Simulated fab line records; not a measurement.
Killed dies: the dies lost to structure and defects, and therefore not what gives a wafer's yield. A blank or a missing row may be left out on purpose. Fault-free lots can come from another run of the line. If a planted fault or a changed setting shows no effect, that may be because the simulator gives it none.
Chamber matching ; flow n5 finfet ; rie diel-06 running N5_BEOL_M6_STRIP_36: 4 sister chambers
The step strips in N2/H2. 22 wafers are shown with their chamber, then 11 later ones without.

## EACH WAFER AND ITS CHAMBER
wafer;chamber;drypump motor current A (A);throttle valve pct (%);showerhead plenum p Torr (Torr)
L074.2;1;5.6;23.6;2.55
L074.4;0;5.2;22.6;2.57
L074.6;3;4.9;23.3;2.40
L077.1;3;4.9;23.3;2.40
L077.5;1;5.6;23.6;2.55
L077.6;2;5.6;23.3;2.60
L083.1;1;5.6;23.6;2.54
L083.3;3;4.9;23.3;2.39
L083.5;2;5.6;23.4;2.60
L084.3;0;5.2;22.7;2.56
L084.5;0;5.2;22.7;2.56
L084.6;1;5.6;23.6;2.54
L085.3;0;5.2;22.6;2.56
L085.4;0;5.2;22.7;2.56
L085.6;1;5.5;23.6;2.54
L086.2;0;5.2;22.7;2.56
L086.3;2;5.6;23.4;2.59
L086.5;0;5.2;22.7;2.56
L087.1;2;5.6;23.4;2.59
L087.2;3;4.9;23.1;2.71
L087.5;2;5.6;23.4;2.59
L089.2;0;5.2;22.7;2.56

SIGNATURES (means of the wafers above)
reading;chamber 0;chamber 1;chamber 2;chamber 3;scatter within a chamber
drypump motor current A;5.200;5.580;5.600;4.900;0.0211
throttle valve pct;22.675;23.600;23.380;23.250;0.0543
showerhead plenum p Torr;2.5613;2.5440;2.5940;2.4750;0.0641
Rule: for a wafer and a chamber, the distance is found by dividing, reading by reading, the gap between the wafer's reading and the chamber's mean by the reading's scatter, squaring, summing and taking the root. The wafer belongs to the nearest chamber; if the next one is less than 2 further off, it can't be placed. The scatter is the square root of a quotient: the sum, over the shown wafers, of each reading's squared deviation from its chamber's mean, divided by wafers minus chambers.

## WAFERS WHOSE CHAMBER IS MISSING
wafer;drypump motor current A (A);throttle valve pct (%);showerhead plenum p Torr (Torr)
L089.3;4.9;23.1;2.70
L089.5;5.2;22.7;2.55
L094.1;5.6;23.7;2.53
L094.2;5.6;23.4;2.59
L094.6;4.9;23.1;2.70
L096.1;4.9;23.1;2.70
L096.2;5.6;23.4;2.59
L096.4;5.2;22.7;2.55
L097.1;5.6;23.4;2.58
L097.2;4.9;23.1;2.70
L097.4;5.2;22.7;2.55

## WHICH CHAMBER EACH ONE RAN IN
wafer;from the rows above;in truth
L089.3;3;3
L089.5;0;0
L094.1;1;1
L094.2;2;2
L094.6;3;3
L096.1;3;3
L096.2;2;2
L096.4;0;0
L097.1;2;2
L097.2;3;3
L097.4;0;0
11 of 11 placed correctly. From these rows, 0 cannot be placed. Number placed wrongly: 0.
